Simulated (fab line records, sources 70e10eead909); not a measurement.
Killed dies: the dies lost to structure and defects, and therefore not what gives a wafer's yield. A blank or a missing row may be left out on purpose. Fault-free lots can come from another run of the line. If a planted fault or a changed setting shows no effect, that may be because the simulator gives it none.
Which of the tools did it? | flow nand-harc | 11 lots with 33 wafers sampled at 4 steps, on a route of 1302 steps

## WHAT THE GAUGES READ, wafer by wafer
NHARC_P_GATE_CD_MEAS_46: the cd target is 720 nm.
lot  | measured     | on        | cd-nm (nm)
L352 | day 5 18:51  | cd-sem-03 | 723.1 724.2 723.5
L353 | day 6 10:17  | cd-sem-02 | 721.2 719.8 720.6
L354 | day 6 19:11  | cd-sem-02 | 718.0 717.2 718.6
L357 | day 8 03:07  | cd-sem-03 | 718.9 717.8 719.5
L359 | day 8 18:20  | cd-sem-01 | 721.6 719.8 721.7
L363 | day 10 16:40 | cd-sem-02 | 723.6 722.3 722.5
L367 | day 12 00:13 | cd-sem-03 | 703.0 702.3 702.8
L366 | day 12 01:02 | cd-sem-03 | 719.1 720.4 719.1
L369 | day 12 19:07 | cd-sem-02 | 701.3 702.1 699.9
L372 | day 14 08:08 | cd-sem-01 | 721.6 721.3 721.7
L374 | day 15 00:46 | cd-sem-02 | 722.9 723.3 723.1

## WHICH TOOL RAN EACH LOT (tool, then ch and the chambers of the sampled wafers, then the start)
lot  | NHARC_P_GATE_ETCH_104              | NHARC_P_GATE_ETCH_114                         | NHARC_P_GATE_EXPOSE_43
L352 | rie-diel-02 ch 1,2,3, day 5 05:10  | rie-diel-02 ch 0,2,3, day 5 18:42 or earlier  | krf-scanner-04 ch 0, day 5 18:42
L353 | rie-diel-11 ch 1,2, day 5 20:26    | rie-diel-11 ch 2,3, day 6 10:07 or earlier    | krf-scanner-04 ch 0, day 6 10:07
L354 | rie-diel-02 ch 0,3, day 6 07:30    | rie-diel-02 ch 0,2,3, day 6 19:02 or earlier  | krf-scanner-03 ch 0, day 6 19:02
L357 | rie-diel-02 ch 1,2,3, day 7 13:14  | rie-diel-02 ch 0,1,2, day 8 02:58 or earlier  | krf-scanner-03 ch 0, day 8 02:58
L359 | rie-diel-04 ch 0,1,3, day 8 06:41  | rie-diel-04 ch 0,2,3, day 8 18:10 or earlier  | krf-scanner-04 ch 0, day 8 18:10
L363 | rie-diel-04 ch 0,2,3, day 10 04:59 | rie-diel-04 ch 0,1,2, day 10 16:31 or earlier | krf-scanner-01 ch 0, day 10 16:31
L367 | rie-diel-02 ch 0,2, day 11 12:34   | rie-diel-02 ch 0,2,3, day 12 00:04 or earlier | krf-scanner-04 ch 0, day 12 00:04
L366 | rie-diel-11 ch 0,2, day 11 13:14   | rie-diel-11 ch 0,2, day 12 00:52 or earlier   | krf-scanner-01 ch 0, day 12 00:52
L369 | rie-diel-11 ch 0,1,3, day 12 07:29 | rie-diel-11 ch 0,2,3, day 12 18:58 or earlier | krf-scanner-04 ch 0, day 12 18:58
L372 | rie-diel-11 ch 0,1,3, day 13 20:22 | rie-diel-11 ch 0,2,3, day 14 07:58 or earlier | krf-scanner-01 ch 0, day 14 07:58
L374 | rie-diel-02 ch 0,1, day 14 13:01   | rie-diel-02 ch 0,1,3, day 15 00:36 or earlier | krf-scanner-01 ch 0, day 15 00:36
- NHARC_P_GATE_ETCH_104: etches the open film in CF4/CHF3, target depth 60 nm.
- NHARC_P_GATE_ETCH_114: etches the open film in CF4/O2, target depth 30 nm, overetch 3 nm, time 16.5 s.
- NHARC_P_GATE_EXPOSE_43: exposes mask P NSD, target cd 720 nm.

## THE ANSWER, worked out from the rows above alone
Rule: the lots themselves supply what counts as usual. The widest of any qualifying gaps counts: lots, ordered by their means at a reading, are off when they make up no more than a third of the lots, leave a main group of 4 or more, and stand apart from it by 3 or more times the standard deviation of that group's means. The tables above print the reading to a certain number of digits; a main group whose means all agree to those digits is not used. Also off: a lot with no number at a reading for which 4 or more lots have one. Where the step has rows for the other lots, those lots are counted as sound.
Off at NHARC_P_GATE_CD_MEAS_46 (cd-nm): L367, L369. For the main group the mean is 721.0 nm and the standard deviation 1.9.
If a tool, at a process step before that reading, ran all the lots that are off and no sound lot after the first of them, it fits. Those tools and the gauges at NHARC_P_GATE_CD_MEAS_46 are tried in the same way. Because NHARC_P_GATE_ETCH_114 lacks a start for some lots, the hours and order of its lots are taken from NHARC_P_GATE_EXPOSE_43. One fits: NHARC_P_GATE_EXPOSE_43 on krf-scanner-04. A fault onset in the window from L359 (day 8 18:10, its last sound lot) to L367 (day 12 00:04, its first lot off) fits.

## WHAT WAS PUT IN BY THE SIMULATOR
Process parameters drifting: krf-scanner-04 at NHARC_P_GATE_EXPOSE_43, beginning at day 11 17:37. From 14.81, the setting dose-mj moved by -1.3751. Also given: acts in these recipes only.
Struck lots among those shown: L367, L369. The rule above found the same.
